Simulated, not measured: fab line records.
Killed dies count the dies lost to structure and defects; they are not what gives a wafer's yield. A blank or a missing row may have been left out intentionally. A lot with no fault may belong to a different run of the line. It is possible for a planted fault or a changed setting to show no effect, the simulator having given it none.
Matching of chambers + flow nandHarc + NHARC_A_STAIRCASE_TRIM_20 on rieDiel-07 has 4 sister chambers
The step chemistry O2, time 211.2 s. 4 wafers are shown with their chamber, then 11 later ones without.

## WAFERS WITH THEIR CHAMBER
| wafer  | chamber | showerheadPlenumPTorr (Torr) |
|--------|---------|------------------------------|
| L088.6 | 0       | 3.76                         |
| L085.1 | 2       | 3.55                         |
| L085.6 | 1       | 3.50                         |
| L087.1 | 3       | 3.49                         |

## WAFERS WHOSE CHAMBER IS MISSING
| wafer  | showerheadPlenumPTorr (Torr) |
|--------|------------------------------|
| L087.3 | 3.49                         |
| L087.4 | 3.49                         |
| L089.1 | 3.49                         |
| L089.5 | 3.55                         |
| L089.6 | 3.49                         |
| L096.3 | 3.54                         |
| L096.4 | 3.48                         |
| L096.6 | 3.54                         |
| L097.1 | 3.47                         |
| L097.2 | 3.53                         |
| L097.4 | 3.74                         |

## WHICH CHAMBER EACH ONE RAN IN
| wafer  | from the rows above          | in truth |
|--------|------------------------------|----------|
| L087.3 | can't be placed: 3 or 1      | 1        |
| L087.4 | can't be placed: 3 or 1      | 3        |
| L089.1 | can't be placed: 3 or 1      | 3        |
| L089.5 | 2                            | 2        |
| L089.6 | can't be placed: 3 or 1      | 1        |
| L096.3 | 2                            | 2        |
| L096.4 | can't be placed: 3 or 1      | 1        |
| L096.6 | 2                            | 2        |
| L097.1 | can't be placed: 3 or 1      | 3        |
| L097.2 | can't be placed: 2 or 1 or 3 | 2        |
| L097.4 | 0                            | 0        |
Correctly placed: 4 of 11. Can't be placed from these rows: 7 (the true chamber is among the candidates in 7). Number placed wrongly: 0.
How it was worked out, from the rows above alone: a wafer's distance from a chamber is the root of the sum, over the readings, of the square of ((its reading less the chamber's mean) divided by the reading's scatter). If the next closest chamber is less than 2 further off than the closest, the wafer can't be placed; otherwise it belongs to the closest. Each chamber's mean is taken over the wafers shown for it. The scatter (one wafer shown for each chamber): square how far every hidden wafer sits from the nearest shown wafer, average those squares and take the square root.
